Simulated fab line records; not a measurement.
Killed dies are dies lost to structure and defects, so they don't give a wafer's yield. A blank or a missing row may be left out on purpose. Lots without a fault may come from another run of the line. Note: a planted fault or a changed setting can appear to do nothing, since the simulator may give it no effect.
fab line records | flow nand-harc | part 1 of 2: steps 1 to 24 of 32
[record] lots = 5 wafers = 15 last-day = 33
route steps=1302 shown A_CONTACT@989
lots that met no fault: taken from a fault-free run of the same line
start-h: the number of hours between the record's first day and the start of the first shown wafer of the lot | wait-h: hours elapsed since this lot's preceding step | " same as the row above | L1.1+2: one row covering several wafers at once | - either no value or no given start | * or withheld: withheld | < > ~ a bound
route shown NAME@n: names a module that has steps shown in the file, with the first one's number in the route | usual: mean and standard deviation over wafers with no fault | same: alike in all rows | chamber/n: place in a boat | sites: readings site by site | _std_site: standard deviation across them | _edge_site: inner sites' mean taken away from outer sites' mean | radius-mm: how far each site lies from the wafer's centre | mask NAME#n: copy n | behind: the last tool/chamber to shape the wafer | hold: why the lot went on hold/how many hours it stayed there/how the hold came to an end | device: the transistor (n, p or np) that didn't switch | end of line: at the end of the route, the tests of the same wafers | a step with no rows: only its recipe | killed: count of dies lost to structure and defects at first sort (not the wafer's yield) | map: a wafer's dies, x killed, . not, _ none there
set.NAME: the run value of the setting; set.NAME@STEP: its run value at that earlier step | model.NAME: the simulator's own value behind a step, which no gauge read
certain route steps with their lots: each step a table, each wafer a row
services: when a tool's chamber went out of use (start-h, in hours from the record's first day, below 0 if earlier), for how many hours, and the reason
[[steps]]
[step NHARC_A_CONTACT_COAT_34]
[recipe] temp-c = 260 time-s = 75
// columns lot.wafer tool chamber start-h wait-h
L075.3+4+6 litho-track-06 0 - -
L076.1+3+4 litho-track-06 0 - -
L089.3+5+6 litho-track-01 0 - -
L091.2+3+6 litho-track-01 0 - -
L097.3+4+5 litho-track-06 0 - -
[step NHARC_A_CONTACT_COAT_35]
[recipe] temp-c = 225 time-s = 65
// columns lot.wafer tool chamber start-h wait-h
L075.3+4+6 litho-track-06 0 - -
L076.1+3+4 litho-track-06 0 - -
L089.3+5+6 litho-track-01 0 - -
L091.2+3+6 litho-track-01 0 - -
L097.3+4+5 litho-track-06 0 - -
[step NHARC_A_CONTACT_COAT_36]
[recipe] spin-rpm = 1500 resist-thk-nm = 90
// columns lot.wafer tool chamber start-h wait-h
L075.3+4+6 litho-track-06 0 - -
L076.1+3+4 litho-track-06 0 - -
L089.3+5+6 litho-track-01 0 - -
L091.2+3+6 litho-track-01 0 - -
L097.3+4+5 litho-track-06 0 - -
[step NHARC_A_CONTACT_SOFTBAKE_37]
[recipe] temp-c = 105 time-s = 55
// columns lot.wafer tool chamber start-h wait-h
L075.3+4+6 litho-track-06 0 - -
L076.1+3+4 litho-track-06 0 - -
L089.3+5+6 litho-track-01 0 - -
L091.2+3+6 litho-track-01 0 - -
L097.3+4+5 litho-track-06 0 - -
[step NHARC_A_CONTACT_EBR_38]
// columns lot.wafer tool chamber start-h wait-h
L075.3+4+6 litho-track-06 0 - -
L076.1+3+4 litho-track-06 0 - -
L089.3+5+6 litho-track-01 0 - -
L091.2+3+6 litho-track-01 0 - -
L097.3+4+5 litho-track-06 0 - -
[step NHARC_A_CONTACT_EXPOSE_39]
[recipe] na = 1.35 sigma-outer = 0.8 dose-mj = 58.79 mask-id = A_CC_3
[usual] stage-vel-mm-s = 499.97/0.24
// columns lot.wafer tool chamber start-h wait-h mask stage-vel-mm-s
L075.3 arfi-scanner-02 0 506.87 - A_CC_3#0 500.07
L075.4 " 0 " " A_CC_3#0 499.73
L075.6 " 0 " " A_CC_3#0 500.04
L076.1 arfi-scanner-01 0 507.16 - A_CC_3#0 499.54
L076.3 " 0 " " A_CC_3#0 499.90
L076.4 " 0 " " A_CC_3#0 500.11
L089.3 arfi-scanner-01 0 639.08 - A_CC_3#0 499.85
L089.5 " 0 " " A_CC_3#0 499.62
L089.6 " 0 " " A_CC_3#0 500.60
L091.2 arfi-scanner-03 0 678.80 - A_CC_3#0 499.93
L091.3 " 0 " " A_CC_3#0 500.39
L091.6 " 0 " " A_CC_3#0 500.12
L097.3 arfi-scanner-01 0 721.20 - A_CC_3#0 499.46
L097.4 " 0 " " A_CC_3#0 499.96
L097.5 " 0 " " A_CC_3#0 500.04
[step NHARC_A_CONTACT_PEB_40]
[recipe] peb-temp-c = 100 peb-time-s = 65
// columns lot.wafer tool chamber start-h wait-h
L075.3+4+6 litho-track-04 0 506.93 0.0
L076.1+3+4 litho-track-04 0 507.22 0.1
L089.3+5+6 litho-track-06 0 639.13 0.0
L091.2+3+6 litho-track-06 0 678.86 0.1
L097.3+4+5 litho-track-04 0 721.25 0.0
[step NHARC_A_CONTACT_DEVELOP_41]
[recipe] develop-time-s = 35 dev-temp-c = 23
// columns lot.wafer tool chamber start-h wait-h
L075.3+4+6 litho-track-04 0 - -
L076.1+3+4 litho-track-04 0 - -
L089.3+5+6 litho-track-06 0 - -
L091.2+3+6 litho-track-06 0 - -
L097.3+4+5 litho-track-04 0 - -
[step NHARC_A_CONTACT_CD_MEAS_42]
[recipe] target-cd-nm = 300 landing-energy-ev = 500
[usual] cd-nm = 300.0/0.55
// columns lot.wafer tool chamber start-h wait-h cd-nm
L075.3 cd-sem-01 0 507.01 - 300.0
L075.4 " 0 " " 300.3
L075.6 " 0 " " 299.6
L076.1 cd-sem-03 0 507.30 - 299.9
L076.3 " 0 " " 299.6
L076.4 " 0 " " 300.0
L089.3 cd-sem-03 0 639.22 - 300.3
L089.5 " 0 " " 300.5
L089.6 " 0 " " 300.3
L091.2 cd-sem-03 0 678.94 - 299.9
L091.3 " 0 " " 300.5
L091.6 " 0 " " 299.3
L097.3 cd-sem-01 0 721.34 - 300.1
L097.4 " 0 " " 299.9
L097.5 " 0 " " 300.5
[step NHARC_A_CONTACT_OVL_MEAS_43]
[usual] overlay-x-nm = -0.2/0.93 overlay-y-nm = -0.1/0.8
// columns lot.wafer tool chamber start-h wait-h overlay-x-nm overlay-y-nm
L075.3 overlay-01 - 507.09 - 0.2 -0.2
L075.4 " - " " 0.4 -0.7
L075.6 " - " " 0.1 -0.1
L076.1 overlay-02 - 507.39 - 0.9 -0.1
L076.3 " - " " 0.6 -0.2
L076.4 " - " " 0.7 -0.3
L089.3 overlay-02 - 639.30 - -1.5 -0.9
L089.5 " - " " -1.2 -1.0
L089.6 " - " " -0.9 -1.4
L091.2 overlay-02 - 679.03 - 1.3 -0.8
L091.3 " - " " 0.5 -0.8
L091.6 " - " " 0.6 -1.2
L097.3 overlay-01 - 721.42 - -1.1 0.1
L097.4 " - " " -1.1 -0.3
L097.5 " - " " -0.9 0.4
[step NHARC_A_CONTACT_INSPECT_44]
[usual] raw-defect-count = 77/38
// columns lot.wafer tool chamber start-h wait-h raw-defect-count
L075.3 defect-inspect-02 - 507.13 0.0 143
L075.4 " - " " 143
L075.6 " - " " 150
L076.1 defect-inspect-02 - 507.43 0.0 13
L076.3 " - " " 17
L076.4 " - " " 19
L089.3 defect-inspect-02 - 639.34 0.0 98
L089.5 " - " " 78
L089.6 " - " " 83
L091.2 defect-inspect-02 - 679.06 0.0 100
L091.3 " - " " 120
L091.6 " - " " 140
L097.3 defect-inspect-02 - 721.46 0.0 81
L097.4 " - " " 73
L097.5 " - " " 71
[step NHARC_A_CONTACT_DESCUM_47]
[recipe] time-s = 3 o2-flow-sccm = 200 ar-flow-sccm = 0 bias-power-w = 0 chemistry = O2
[usual] drypump-motor-current-A = 5.6/0.44 oes-product-au = 1.001/0.0095 rf-vpp-V = 57.8/0.87 showerhead-plenum-p-Torr = 1.92/0.079 throttle-valve-pct = 11.311/0.0092
// columns lot.wafer tool chamber start-h wait-h drypump-motor-current-A oes-product-au rf-hours-counter-h rf-vpp-V showerhead-plenum-p-Torr throttle-valve-pct
L075.4 rie-diel-04 1 507.19 0.1 5.5 1.016 44 57.0 2.01 11.322
L075.3 " 2 " " 5.7 0.989 46 58.4 1.93 11.313
L075.6 " 1 " " 5.5 1.016 - 58.1 2.01 11.300
L076.3 rie-diel-07 0 507.49 0.1 5.2 1.000 7 58.1 1.96 11.300
L076.4 " 2 " " 5.2 1.003 7 57.1 1.83 11.313
L076.1 " 3 " " 5.4 0.983 6 58.4 2.04 11.305
L089.3 rie-diel-07 3 639.41 0.1 5.4 0.994 49 57.1 2.02 11.315
L089.6 " 1 " " 5.8 1.010 - 57.1 2.03 11.335
L089.5 " 2 " " 5.1 1.004 - 57.8 1.82 11.305
L091.2 rie-diel-08 1 679.13 0.1 5.7 1.002 23 57.6 1.93 11.317
L091.3 " 2 " " 5.4 1.007 22 58.5 1.83 11.310
L091.6 " 0 " " 6.8 1.009 - 58.7 1.96 11.319
L097.4 rie-diel-08 1 721.52 0.1 5.8 1.004 31 57.8 1.93 11.330
L097.3 " 0 " " 6.8 1.016 28 58.0 1.96 11.311
L097.5 " 1 " " 5.8 0.993 - 57.2 1.93 11.287
[step NHARC_A_CONTACT_ETCH_48]
[recipe] target-depth-a = 390 over-etch-frac = 0.3 time-s = 65 ion-energy-ev = 80 cf4-flow-sccm = 150 ar-flow-sccm = 0 rf-w = 300 bias-w = 100 chemistry = CF4
[usual] drypump-motor-current-A = 5.7/0.48 oes-product-au = 1.003/0.01 rf-vpp-V = 151.5/1.2 showerhead-plenum-p-Torr = 1.78/0.066 throttle-valve-pct = 13.283/0.0098
// columns lot.wafer tool chamber start-h wait-h drypump-motor-current-A oes-product-au rf-hours-counter-h rf-vpp-V showerhead-plenum-p-Torr throttle-valve-pct
L075.3 rie-diel-04 3 507.27 0.1 5.6 1.000 45 151.5 1.79 13.261
L075.4 " 2 " " 5.7 0.991 46 151.5 1.78 13.283
L075.6 " 3 " " 5.7 1.006 - 152.9 1.79 13.272
L076.1 rie-diel-07 1 507.57 0.1 5.8 1.008 7 152.9 1.88 13.285
L076.3 " 3 " " 5.4 0.998 6 154.0 1.87 13.283
L076.4 " 0 " " 5.2 1.010 7 151.9 1.81 13.267
L089.3 rie-diel-07 0 639.48 0.1 5.2 1.017 50 152.0 1.80 13.289
L089.5 " 0 " " 5.2 1.016 - 151.6 1.80 13.283
L089.6 " 1 " " 5.8 1.014 - 152.8 1.86 13.277
L091.2 rie-diel-08 3 679.21 0.1 5.3 1.022 22 149.8 1.68 13.275
L091.3 " 2 " " 5.4 1.009 22 151.5 1.70 13.277
L091.6 " 3 " " 5.3 1.019 - 149.8 1.68 13.293
L097.3 rie-diel-08 0 721.60 0.1 6.8 1.020 28 151.3 1.81 13.291
L097.4 " 2 " " 5.4 0.998 30 150.4 1.70 13.278
L097.5 " 1 " " 5.7 0.985 - 150.9 1.78 13.280
[step NHARC_A_CONTACT_ETCH_49]
[recipe] target-depth-a = 2600 over-etch-frac = 0.3 time-s = 475.3 ion-energy-ev = 200 n2-flow-sccm = 150 h2-flow-sccm = 150 ar-flow-sccm = 0 rf-w = 400 bias-w = 150 chemistry = N2/H2
[usual] drypump-motor-current-A = 5.6/0.47 oes-product-au = 1.001/0.0099 rf-vpp-V = 430.8/2.5 showerhead-plenum-p-Torr = 2.05/0.087 throttle-valve-pct = 14.172/0.0092
// columns lot.wafer tool chamber start-h wait-h drypump-motor-current-A oes-product-au rf-hours-counter-h rf-vpp-V showerhead-plenum-p-Torr throttle-valve-pct
L075.3 rie-diel-04 2 - - 5.6 0.992 46 431.8 2.06 14.188
L075.4 " 3 " " 5.6 1.015 45 432.0 2.06 14.176
L075.6 " 3 " " 5.6 1.006 - 430.0 2.06 14.156
L076.1 rie-diel-07 2 - - 5.2 1.006 7 427.8 1.95 14.167
L076.3 " 3 " " 5.4 0.997 6 434.3 2.17 14.163
L076.4 " 1 " " 5.8 1.015 7 433.3 2.18 14.170
L089.3 rie-diel-07 3 - - 5.4 0.982 49 432.6 2.16 14.162
L089.5 " 3 " " 5.4 0.989 - 433.7 2.16 14.164
L089.6 " 0 " " 5.2 1.010 - 430.1 2.08 14.173
L091.3 rie-diel-08 1 - - 5.8 0.995 23 431.2 2.06 14.164
L091.2 " 2 " " 5.3 1.001 22 426.9 1.95 14.173
L091.6 " 0 " " 6.8 1.010 - 431.6 2.09 14.181
L097.3 rie-diel-08 0 - - 6.8 1.009 28 431.5 2.09 14.172
L097.4 " 2 " " 5.4 1.005 30 427.7 1.95 14.172
L097.5 " 0 " " 6.8 1.013 - 432.5 2.09 14.178
[step NHARC_A_CONTACT_ETCH_50]
[recipe] target-depth-a = 1210 time-s = 60.5 cf4-flow-sccm = 100 chf3-flow-sccm = 30 ar-flow-sccm = 0 rf-w = 500 bias-w = 200 chemistry = CF4/CHF3
[usual] drypump-motor-current-A = 5.6/0.46 oes-product-au = 0.956/0.023 rf-vpp-V = 371.1/2.1 showerhead-plenum-p-Torr = 1.58/0.059 throttle-valve-pct = 16.804/0.009
// columns lot.wafer tool chamber start-h wait-h drypump-motor-current-A oes-product-au rf-hours-counter-h rf-vpp-V showerhead-plenum-p-Torr throttle-valve-pct
L075.4 rie-diel-04 2 - - 5.7 0.905 46 371.3 1.59 16.792
L075.3 " 3 " " 5.6 0.933 45 372.1 1.59 16.797
L075.6 " 3 " " 5.6 0.935 - 371.5 1.59 16.781
L076.3 rie-diel-07 2 - - 5.1 0.979 7 368.1 1.51 16.809
L076.1 " 0 " " 5.2 0.969 7 371.8 1.61 16.807
L076.4 " 1 " " 5.9 0.963 7 373.3 1.67 16.797
L089.3 rie-diel-07 1 - - 5.8 0.928 49 371.4 1.66 16.800
L089.6 " 0 " " 5.2 0.924 - 371.9 1.60 16.806
L089.5 " 1 " " 5.8 0.931 - 374.0 1.66 16.807
L091.3 rie-diel-08 1 - - 5.7 0.944 23 370.8 1.59 16.799
L091.2 " 2 " " 5.4 0.955 22 369.3 1.51 16.807
L091.6 " 2 " " 5.4 0.951 - 368.4 1.51 16.816
L097.3 rie-diel-04 0 722.06 - 5.8 1.001 1 371.8 1.64 16.802
L097.4 " 2 " " 5.7 1.019 0 370.8 1.57 16.794
L097.5 " 1 " " 5.5 0.995 - 372.6 1.63 16.810
[step NHARC_A_CONTACT_ETCH_51]
[recipe] target-depth-a = 70000 over-etch-frac = 0.3 time-s = 1820 ion-energy-ev = 150 o2-flow-sccm = 400 cos-flow-sccm = 20 ar-flow-sccm = 0 rf-w = 500 bias-w = 300 chemistry = O2/COS
[usual] drypump-motor-current-A = 5.6/0.44 oes-product-au = 1.001/0.01 rf-vpp-V = 314.4/1.9 showerhead-plenum-p-Torr = 3.14/0.12 throttle-valve-pct = 28.330/0.0095
// columns lot.wafer tool chamber start-h wait-h drypump-motor-current-A oes-product-au rf-hours-counter-h rf-vpp-V showerhead-plenum-p-Torr throttle-valve-pct
L075.3 rie-diel-04 1 - - 5.5 1.007 44 317.1 3.26 28.333
L075.4 " 2 " " 5.6 0.990 46 315.1 3.15 28.337
L075.6 " 0 " " 5.8 1.004 - 316.8 3.29 28.336
L076.4 rie-diel-07 2 - - 5.1 1.007 7 312.2 3.00 28.328
L076.1 " 3 " " 5.4 0.999 7 316.9 3.31 28.338
L076.3 " 0 " " 5.2 1.008 7 315.1 3.20 28.348
L089.3 rie-diel-07 2 - - 5.2 1.010 53 311.1 2.97 28.331
L089.6 " 2 " " 5.2 1.010 - 312.1 2.98 28.311
L089.5 " 3 " " 5.4 0.991 - 317.0 3.29 28.324
L091.2 rie-diel-08 0 - - 6.8 1.011 21 314.9 3.19 28.324
L091.3 " 3 " " 5.4 1.022 23 312.4 2.96 28.334
L091.6 " 1 " " 5.8 0.993 - 315.2 3.15 28.335
L097.3 rie-diel-07 2 722.30 - 5.1 0.998 22 312.2 2.96 28.319
L097.4 " 0 " " 5.2 0.997 23 314.4 3.17 28.326
L097.5 " 2 " " 5.2 1.000 - 311.3 2.96 28.342
[step NHARC_A_CONTACT_ETCH_111]
[recipe] source-w = withheld pressure-mtorr = 20 bias-v = withheld time-s = 140 target-depth-a = 7000 ar-flow-sccm = withheld c4f8-flow-sccm = withheld o2-flow-sccm = withheld chemistry = C4F8/O2/Ar
// columns lot.wafer tool chamber start-h wait-h rf-hours-counter-h
L075.3 har-cap-etch-02 1 509.08 - -
L075.4 " 0 " " -
L075.6 " 1 " " -
L076.1 har-cap-etch-03 0 509.31 - 44
L076.4 " 0 " " -
L076.3 " 1 " " -
L089.3 har-cap-etch-01 0 641.32 - -
L089.5 " 1 " " -
L089.6 " 0 " " -
L091.2 har-cap-etch-01 0 680.96 - 25
L091.3 " 0 " " -
L091.6 " 1 " " -
L097.3 har-cap-etch-02 1 723.46 - -
L097.4 " 0 " " -
L097.5 " 1 " " -
[step NHARC_A_CONTACT_ETCH_112]
[recipe] source-w = withheld pressure-mtorr = 20 bias-v = 3000 time-s = 190 target-depth-a = 18500 ar-flow-sccm = withheld c4f8-flow-sccm = withheld o2-flow-sccm = withheld chemistry = C4F8/O2/Ar
// columns lot.wafer tool chamber start-h wait-h rf-hours-counter-h
L075.3 har-cap-etch-02 1 509.27 0.2 -
L075.4 " 0 " " -
L075.6 " 1 " " -
L076.1 har-cap-etch-03 0 509.51 0.2 45
L076.4 " 0 " " -
L076.3 " 1 " " -
L089.3 har-cap-etch-01 0 641.50 0.2 -
L089.5 " 1 " " -
L089.6 " 0 " " -
L091.2 har-cap-etch-01 0 681.16 0.2 25
L091.3 " 0 " " -
L091.6 " 1 " " -
L097.3 har-cap-etch-02 1 723.66 0.2 -
L097.4 " 0 " " -
L097.5 " 1 " " -
[step NHARC_A_CONTACT_ETCH_113]
[recipe] source-w = withheld pressure-mtorr = 20 bias-v = 3000 time-s = 190 target-depth-a = 18500 ar-flow-sccm = withheld c4f8-flow-sccm = withheld o2-flow-sccm = withheld chemistry = C4F8/O2/Ar
// columns lot.wafer tool chamber start-h wait-h rf-hours-counter-h
L075.3 har-cap-etch-02 1 509.44 0.1 -
L075.4 " 0 " " -
L075.6 " 1 " " -
L076.1 har-cap-etch-03 0 509.68 0.1 45
L076.4 " 0 " " -
L076.3 " 1 " " -
L089.3 har-cap-etch-01 0 641.67 0.1 -
L089.5 " 1 " " -
L089.6 " 0 " " -
L091.2 har-cap-etch-01 0 681.34 0.1 25
L091.3 " 0 " " -
L091.6 " 1 " " -
L097.3 har-cap-etch-02 1 723.83 0.1 -
L097.4 " 0 " " -
L097.5 " 1 " " -
[step NHARC_A_CONTACT_ETCH_114]
[recipe] source-w = withheld pressure-mtorr = 20 bias-v = 3000 time-s = 190 target-depth-a = 18500 ar-flow-sccm = withheld c4f8-flow-sccm = withheld o2-flow-sccm = withheld chemistry = C4F8/O2/Ar
// columns lot.wafer tool chamber start-h wait-h rf-hours-counter-h
L075.3 har-cap-etch-02 1 509.61 0.1 -
L075.4 " 0 " " -
L075.6 " 1 " " -
L076.1 har-cap-etch-03 0 509.85 0.1 45
L076.4 " 0 " " -
L076.3 " 1 " " -
L089.3 har-cap-etch-01 0 641.84 0.1 -
L089.5 " 1 " " -
L089.6 " 0 " " -
L091.2 har-cap-etch-01 0 681.51 0.1 25
L091.3 " 0 " " -
L091.6 " 1 " " -
L097.3 har-cap-etch-02 1 724.00 0.1 -
L097.4 " 0 " " -
L097.5 " 1 " " -
[step NHARC_A_CONTACT_ETCH_115]
[recipe] source-w = withheld pressure-mtorr = 20 bias-v = 3000 time-s = 190 target-depth-a = 18500 ar-flow-sccm = withheld c4f8-flow-sccm = withheld o2-flow-sccm = withheld chemistry = C4F8/O2/Ar
// columns lot.wafer tool chamber start-h wait-h rf-hours-counter-h
L075.3 har-cap-etch-02 1 509.78 0.1 -
L075.4 " 0 " " -
L075.6 " 1 " " -
L076.1 har-cap-etch-03 0 510.03 0.1 45
L076.4 " 0 " " -
L076.3 " 1 " " -
L089.3 har-cap-etch-01 0 642.02 0.1 -
L089.5 " 1 " " -
L089.6 " 0 " " -
L091.2 har-cap-etch-01 0 681.68 0.1 25
L091.3 " 0 " " -
L091.6 " 1 " " -
L097.3 har-cap-etch-02 1 724.17 0.1 -
L097.4 " 0 " " -
L097.5 " 1 " " -
[step NHARC_A_CONTACT_ETCH_116]
[recipe] source-w = withheld pressure-mtorr = 20 bias-v = 3000 time-s = 190 target-depth-a = 18500 ar-flow-sccm = withheld c4f8-flow-sccm = withheld o2-flow-sccm = withheld chemistry = C4F8/O2/Ar
// columns lot.wafer tool chamber start-h wait-h rf-hours-counter-h
L075.3 har-cap-etch-02 1 509.95 0.1 -
L075.4 " 0 " " -
L075.6 " 1 " " -
L076.1 har-cap-etch-03 0 510.20 0.1 45
L076.4 " 0 " " -
L076.3 " 1 " " -
L089.3 har-cap-etch-01 0 642.19 0.1 -
L089.5 " 1 " " -
L089.6 " 0 " " -
L091.2 har-cap-etch-01 0 681.85 0.1 25
L091.3 " 0 " " -
L091.6 " 1 " " -
L097.3 har-cap-etch-02 1 724.34 0.1 -
L097.4 " 0 " " -
L097.5 " 1 " " -
[step NHARC_A_CONTACT_ETCH_117]
[recipe] source-w = withheld pressure-mtorr = 20 bias-v = 3000 time-s = 190 target-depth-a = 18500 ar-flow-sccm = withheld c4f8-flow-sccm = withheld o2-flow-sccm = withheld chemistry = C4F8/O2/Ar
// columns lot.wafer tool chamber start-h wait-h rf-hours-counter-h
L075.3 har-cap-etch-02 1 510.12 0.1 -
L075.4 " 0 " " -
L075.6 " 1 " " -
L076.1 har-cap-etch-03 0 510.37 0.1 45
L076.4 " 0 " " -
L076.3 " 1 " " -
L089.3 har-cap-etch-01 0 642.36 0.1 -
L089.5 " 1 " " -
L089.6 " 0 " " -
L091.2 har-cap-etch-01 0 682.02 0.1 25
L091.3 " 0 " " -
L091.6 " 1 " " -
L097.3 har-cap-etch-02 1 724.51 0.1 -
L097.4 " 0 " " -
L097.5 " 1 " " -
[step NHARC_A_CONTACT_ETCH_118]
[recipe] source-w = withheld pressure-mtorr = 20 bias-v = 3000 time-s = 190 target-depth-a = 18500 ar-flow-sccm = withheld c4f8-flow-sccm = withheld o2-flow-sccm = withheld chemistry = C4F8/O2/Ar
// columns lot.wafer tool chamber start-h wait-h rf-hours-counter-h
L075.3 har-cap-etch-02 1 510.29 0.1 -
L075.4 " 0 " " -
L075.6 " 1 " " -
L076.1 har-cap-etch-03 0 510.54 0.1 46
L076.4 " 0 " " -
L076.3 " 1 " " -
L089.3 har-cap-etch-01 0 642.53 0.1 -
L089.5 " 1 " " -
L089.6 " 0 " " -
L091.2 har-cap-etch-01 0 682.19 0.1 26
L091.3 " 0 " " -
L091.6 " 1 " " -
L097.3 har-cap-etch-02 1 724.68 0.1 -
L097.4 " 0 " " -
L097.5 " 1 " " -
